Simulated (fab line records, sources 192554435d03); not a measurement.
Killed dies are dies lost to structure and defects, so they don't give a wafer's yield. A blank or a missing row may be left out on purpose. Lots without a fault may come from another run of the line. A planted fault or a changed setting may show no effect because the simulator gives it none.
Split-lot experiment | flow n5_finfet | 7 lots, 39 wafers read, on a route of 1938 steps

THE SPLIT
At N5_BEOL_M14_SPUTTER_44 (material Ta, target thk 15 nm, time 24.19 s), the setting target_thk_a was moved away from the recipe's 150 angstrom on 9 of the 39 wafers read, by -36.0% to +36.6%. The other wafers ran this setting at the recipe's value.

FROM THE SPLIT TO THE READING: what the file shows between them, 3 steps
- N5_BEOL_M14_SPUTTER_45: material Cu, target thk 100 nm, time 16.67 s
- N5_BEOL_M14_ECD_47: material Cu, target thk 1248 nm
- N5_BEOL_M14_ANNEAL_48: time 90 s

THE READING
barrier_field_endpoint_s, in s, at N5_BEOL_M14_CMP_49 (polishes, stops on SiO2, t overpolish 5.2 s, target thk 560 nm). Fault-free wafers of this fab line usually give 11.31 s, standard deviation 0.3 s.

wafer  | tool, chamber at the split | target_thk_a as run, angstrom | against the recipe | barrier_field_endpoint_s, s | against lot-mates on the recipe
L074.2 | pvd_sputter-02, -          | 150                           | recipe             | 11.65                       | -
L074.1 | pvd_sputter-02, -          | 150                           | recipe             | 11.14                       | -
L074.3 | pvd_sputter-02, -          | 150                           | recipe             | 11.38                       | -
L074.4 | pvd_sputter-02, -          | 150                           | recipe             | 11.49                       | -
L074.6 | pvd_sputter-02, -          | 150                           | recipe             | 11.62                       | -
L074.5 | pvd_sputter-02, -          | 150                           | recipe             | 11.57                       | -
L077.1 | pvd_sputter-01, -          | 150                           | recipe             | 11.21                       | -
L077.2 | pvd_sputter-01, -          | 150                           | recipe             | 11.32                       | -
L077.3 | pvd_sputter-01, -          | 150                           | recipe             | 11.35                       | -
L077.4 | pvd_sputter-01, -          | 95.99                         | -36.0%             | 9.19                        | -2.10
L077.6 | pvd_sputter-01, -          | 95.99                         | -36.0%             | 9.27                        | -2.02
L077.5 | pvd_sputter-01, -          | 95.99                         | -36.0%             | 9.33                        | -1.96
L081.1 | pvd_sputter-01, -          | 150                           | recipe             | 11.88                       | -
L081.4 | pvd_sputter-01, -          | 150                           | recipe             | 11.02                       | -
L081.2 | pvd_sputter-01, -          | 150                           | recipe             | 10.93                       | -
L081.3 | pvd_sputter-01, -          | 150                           | recipe             | 11.07                       | -
L081.6 | pvd_sputter-01, -          | 150                           | recipe             | 11.59                       | -
L081.5 | pvd_sputter-01, -          | 150                           | recipe             | 11.03                       | -
L085.4 | pvd_sputter-02, -          | 202.6                         | +35.1%             | 13.26                       | +1.87
L085.3 | pvd_sputter-02, -          | 150                           | recipe             | 11.49                       | -
L085.1 | pvd_sputter-02, -          | 150                           | recipe             | 11.40                       | -
L085.2 | pvd_sputter-02, -          | 150                           | recipe             | 11.28                       | -
L085.5 | pvd_sputter-02, -          | 202.6                         | +35.1%             | 13.40                       | +2.01
L085.6 | pvd_sputter-02, -          | 202.6                         | +35.1%             | 13.09                       | +1.70
L088.2 | pvd_sputter-02, -          | 150                           | recipe             | 11.33                       | -
L088.3 | pvd_sputter-02, -          | 150                           | recipe             | 11.35                       | -
L088.6 | pvd_sputter-02, -          | 150                           | recipe             | 11.20                       | -
L091.2 | pvd_sputter-01, -          | 150                           | recipe             | 11.79                       | -
L091.1 | pvd_sputter-01, -          | 150                           | recipe             | 11.21                       | -
L091.4 | pvd_sputter-01, -          | 150                           | recipe             | 11.43                       | -
L091.3 | pvd_sputter-01, -          | 150                           | recipe             | 11.20                       | -
L091.6 | pvd_sputter-01, -          | 150                           | recipe             | 11.36                       | -
L091.5 | pvd_sputter-01, -          | 150                           | recipe             | 11.61                       | -
L094.2 | pvd_sputter-01, -          | 204.9                         | +36.6%             | 13.75                       | +2.77
L094.1 | pvd_sputter-01, -          | 150                           | recipe             | 10.92                       | -
L094.4 | pvd_sputter-01, -          | 204.9                         | +36.6%             | 12.64                       | +1.66
L094.3 | pvd_sputter-01, -          | 204.9                         | +36.6%             | 12.62                       | +1.64
L094.6 | pvd_sputter-01, -          | 150                           | recipe             | 11.22                       | -
L094.5 | pvd_sputter-01, -          | 150                           | recipe             | 10.80                       | -

THE FIT
A straight line over all 39 wafers: barrier_field_endpoint_s changes by +0.0528 s for each +1% of target_thk_a; r = +0.95; the points scatter about the line by 0.29 s.
The same after taking each lot's own level away (the mean of its wafers on the recipe; 39 wafers): +0.055 s for each +1%; r = +0.97; scatter 0.25 s.
On that fit, the largest move of target_thk_a shifts the reading by 2 s.
The lots' own levels span 10.980 to 11.475 s, that is 1.7 times the standard deviation above.
So the lot-to-lot level changes the slope little: the two slopes agree.
Check: with one of the wafers moved furthest among these (+36.6%) left out of the fit, the line predicts +1.89 s for it against its lot-mates. It came out at +2.77 s against them.

OTHER SPLITS ON THESE WAFERS
These wafers also went through other splits before the reading. Each is held against what the fit with the lots' levels taken away leaves over:
other split on the same wafers    | wafers away from the commonest value | r with barrier_field_endpoint_s (lot level and that fit taken away)
N5_BEOL_M13_TRENCH_ETCH_34 time_s | 15                                   | +0.00

THE WHOLE CHAIN: every reading that the file lists as answering this split, in the file's order
step                   | what it does                                                   | reading                                                                           | change (the file's fit)               | r (the file's)
N5_BEOL_M14_SPUTTER_44 | material Ta, target thk 15 nm, time 24.19 s                    | Ta_of_BEOL_M14_SPUTTER_44.thk_nm (the simulator's own value, which no gauge read) | +0.149 nm for each +1% of the setting | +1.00
N5_BEOL_M14_CMP_49     | polishes, stops on SiO2, t overpolish 5.2 s, target thk 560 nm | barrier_field_endpoint_s                                                          | +0.055 s for each +1% of the setting  | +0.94

THE FILE'S OWN FIT
barrier_field_endpoint_s changes by +0.055 s for each +1% of target_thk_a, r = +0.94.
